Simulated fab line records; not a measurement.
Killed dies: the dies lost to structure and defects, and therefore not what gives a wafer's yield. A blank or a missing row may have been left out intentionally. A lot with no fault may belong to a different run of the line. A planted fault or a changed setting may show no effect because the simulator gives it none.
What tool caused it?    flow nand-harc    Sampling: 6 lots, 18 wafers, 5 of 1302 route steps

== WHAT THE GAUGES READ, wafer by wafer ==
NHARC_END_SORT_01.
lot   measured      on         killed-at-other
L830  day 30 09:39  prober-01  0 0 1
L838  day 33 07:14  prober-01  2 3 2

== WHICH TOOL RAN EACH LOT (tool, then ch and the chambers of the sampled wafers, then the start) ==
lot   NHARC_A_WL_FILL_ETCHBACK_05        NHARC_A_WL_FILL_STRIP_27              NHARC_A_WL_FILL_ETCHBACK_26       NHARC_A_CONTACT_DEP_28
L821  rie-metal-01 ch 0,1, day 21 22:07  plasma-asher-01 ch 0,1, day 21 22:15  rie-si-05 ch 0,1, day 22 13:44    acl-dep-02 ch 0, day 22 19:43
L823  rie-metal-01 ch 0,1, day 23 06:50  plasma-asher-01 ch 1, day 23 06:58    rie-si-06 ch 0,2, day 24 00:25    acl-dep-03 ch 0, day 24 03:08
L829  rie-metal-02 ch 0,1, day 25 14:11  plasma-asher-02 ch 0,1, day 25 14:20  rie-si-02 ch 1,2,3, day 26 05:58  acl-dep-01 ch 0, day 26 09:18
L830  rie-metal-03 ch 0,1, day 26 15:04  plasma-asher-02 ch 0,1, day 26 15:11  rie-si-06 ch 0,2,3, day 27 10:03  acl-dep-01 ch 0, day 27 12:49
L838  rie-metal-01 ch 0,1, day 29 00:33  plasma-asher-02 ch 0,1, day 29 00:43  rie-si-05 ch 2,3, day 29 15:53    acl-dep-03 ch 0, day 29 21:10
L840  rie-metal-02 ch 0,1, day 30 07:47  plasma-asher-02 ch 0,1, day 30 07:56  rie-si-02 ch 0,2,3, day 31 00:13  acl-dep-02 ch 0, day 31 03:22
- NHARC_A_WL_FILL_ETCHBACK_05: etches the open film in Cl2/BCl3, target depth 22 nm, time 60 s.
- NHARC_A_WL_FILL_STRIP_27: strips in N2/H2, time 20 s.
- NHARC_A_WL_FILL_ETCHBACK_26: etches the open film in HBr, target depth 52 nm, time 13.3 s.
- NHARC_A_CONTACT_DEP_28: deposits aC, target thk 7000 nm.

== THE ANSWER, worked out from the rows above alone ==
Rule: what is usual is taken from the lots themselves. Put in order of their means at a reading, lots are off if they are a third of the lots or fewer, leave a main group of 4 or more, and stand apart from it by a gap of 3 or more times the standard deviation of the main group's means; of several such gaps the widest counts. A main group whose means are all the same, to the digits that the tables above print for the reading, isn't used. A lot without any number at a reading at which 4 lots or more have one is off too. Where the step has rows for the other lots, those lots are counted as sound.
Nothing can be told from this: no lot is off at any reading shown.

== WHAT THE SIMULATOR HAD INSERTED ==
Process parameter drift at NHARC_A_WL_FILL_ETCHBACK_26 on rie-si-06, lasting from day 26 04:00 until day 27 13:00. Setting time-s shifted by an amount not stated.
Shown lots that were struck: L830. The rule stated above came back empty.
